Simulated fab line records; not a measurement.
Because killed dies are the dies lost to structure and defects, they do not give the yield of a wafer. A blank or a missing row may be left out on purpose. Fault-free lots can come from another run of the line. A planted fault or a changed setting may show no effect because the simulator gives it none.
Matching of chambers + flow n5_finfet + N5_BEOL_M12_ILD_DEP_00 on pecvd-03: 3 sister chambers
The step deposits SiOC from DEMS/O2, target thk 658.92 nm, time 130.7 s. 20 wafers are shown with their chamber, then 10 later ones without.

WAFERS PAIRED WITH THEIR CHAMBERS
| wafer  | chamber | throttle_valve_pct (%) | showerhead_plenum_p_Torr (Torr) | heater_power_w (W) |
|--------|---------|------------------------|---------------------------------|--------------------|
| L074.1 | 1       | 11.9                   | 5.712                           | 501                |
| L074.4 | 1       | 12.2                   | 5.710                           | 518                |
| L074.6 | 0       | 12.0                   | 5.684                           | 487                |
| L075.1 | 0       | 12.1                   | 5.687                           | 513                |
| L075.2 | 2       | 11.2                   | 5.700                           | 467                |
| L075.6 | 0       | 12.4                   | 5.674                           | 546                |
| L078.2 | 0       | 12.3                   | 5.684                           | 532                |
| L078.3 | 2       | 11.3                   | 5.694                           | 428                |
| L078.6 | 2       | 11.2                   | 5.715                           | 453                |
| L080.2 | 0       | 12.2                   | 5.682                           | 493                |
| L080.4 | 2       | 11.1                   | 5.706                           | 386                |
| L080.5 | 1       | 12.1                   | 5.699                           | 541                |
| L079.1 | 0       | 12.0                   | 5.671                           | 540                |
| L079.4 | 0       | 12.2                   | 5.685                           | 423                |
| L079.6 | 1       | 11.9                   | 5.715                           | 431                |
| L082.1 | 0       | 12.3                   | 5.683                           | 470                |
| L082.3 | 1       | 12.1                   | 5.696                           | 457                |
| L082.4 | 0       | 12.5                   | 5.663                           | 493                |
| L087.1 | 1       | 11.8                   | 5.689                           | 528                |
| L087.2 | 0       | 12.3                   | 5.702                           | 473                |

SIGNATURES, as means of the wafers listed above
| reading                  | chamber 0 | chamber 1 | chamber 2 | scatter within a chamber |
|--------------------------|-----------|-----------|-----------|--------------------------|
| throttle_valve_pct       | 12.230    | 12.000    | 11.200    | 0.15                     |
| showerhead_plenum_p_Torr | 5.68150   | 5.70350   | 5.70375   | 0.0102                   |
| heater_power_w           | 497.00    | 496.00    | 433.50    | 38.9                     |
Rule: a wafer lies at a distance from a chamber equal to the root of the sum of squares, over the readings, of (its reading less the chamber's mean, divided by the reading's scatter). If the next closest chamber is less than 2 further off than the closest, the wafer can't be placed; otherwise it belongs to the closest. The scatter: the root of (the sum of the squares of (reading less its chamber's mean) over the shown wafers, divided by (wafers less chambers)).

WAFERS WITH NO CHAMBER GIVEN
| wafer  | throttle_valve_pct (%) | showerhead_plenum_p_Torr (Torr) | heater_power_w (W) |
|--------|------------------------|---------------------------------|--------------------|
| L087.5 | 11.2                   | 5.709                           | 391                |
| L091.2 | 11.4                   | 5.706                           | 450                |
| L091.5 | 12.4                   | 5.714                           | 536                |
| L091.6 | 12.3                   | 5.689                           | 514                |
| L095.2 | 12.0                   | 5.701                           | 483                |
| L095.5 | 12.3                   | 5.695                           | 434                |
| L095.6 | 12.2                   | 5.681                           | 499                |
| L094.1 | 11.6                   | 5.698                           | 489                |
| L094.3 | 12.4                   | 5.685                           | 452                |
| L094.4 | 12.0                   | 5.695                           | 517                |

CHAMBER TAKEN BY EACH
| wafer  | from the rows above          | in truth                   |
|--------|------------------------------|----------------------------|
| L087.5 | 2                            | 2                          |
| L091.2 | 2                            | 2                          |
| L091.5 | can't be placed: 1 or 0      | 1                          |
| L091.6 | can't be placed: 0 or 1      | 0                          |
| L095.2 | 1                            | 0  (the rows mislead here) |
| L095.5 | can't be placed: 0 or 1      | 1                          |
| L095.6 | 0                            | 0                          |
| L094.1 | can't be placed: 1 or 2 or 0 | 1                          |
| L094.3 | can't be placed: 0 or 1      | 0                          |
| L094.4 | can't be placed: 1 or 0      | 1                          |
3 of 10 placed correctly. Can't be placed from these rows: 6 (the true chamber is among the candidates in 6). Wrongly placed: 1.
